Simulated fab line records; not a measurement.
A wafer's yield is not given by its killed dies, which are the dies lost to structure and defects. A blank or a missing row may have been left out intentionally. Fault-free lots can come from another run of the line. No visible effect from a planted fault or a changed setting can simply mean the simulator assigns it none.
Which tool was responsible?	flow nand_harc	7 lots (21 wafers sampled), 1 step of a 1302-step route

WHAT EACH GAUGE READ, for each wafer
NHARC_A_M0_CD_MEAS_16.
lot	measured	on	cd_nm (nm)
L692	day 23 15:39	cd_sem-01	79.0 79.5 79.6
L693	day 24 17:22	cd_sem-01	79.4 79.5 80.4
L701	day 26 18:03	cd_sem-01	80.8 80.6 80.1
L703	day 28 11:49	cd_sem-02	78.8 79.2 78.7
L708	day 30 07:25	cd_sem-01	79.8 80.2 80.0
L709	day 30 14:57	cd_sem-03	80.3 80.9 80.0
L711	day 32 00:17	cd_sem-01	79.7 80.1 80.3

WHICH TOOL RAN EACH LOT (tool, then ch and the chambers of the sampled wafers, then the start)
Before these readings, the record contains no process step.

THE ANSWER, worked out from the rows above alone
Rule: the usual values come from the lots themselves. Put in order of their means at a reading, lots are off if they are a third of the lots or fewer, leave a main group of 4 or more, and stand apart from it by a gap of 3 or more times the standard deviation of the main group's means; of several such gaps the widest counts. If all means in a main group match to the digits the tables above print for the reading, that group is not used. Also off: a lot with no number at a reading for which 4 or more lots have one. Any other lot the step has rows for is counted as sound.
No lot is off at any reading shown: from this, nothing can be told.

WHAT THE SIMULATOR HAD PUT IN
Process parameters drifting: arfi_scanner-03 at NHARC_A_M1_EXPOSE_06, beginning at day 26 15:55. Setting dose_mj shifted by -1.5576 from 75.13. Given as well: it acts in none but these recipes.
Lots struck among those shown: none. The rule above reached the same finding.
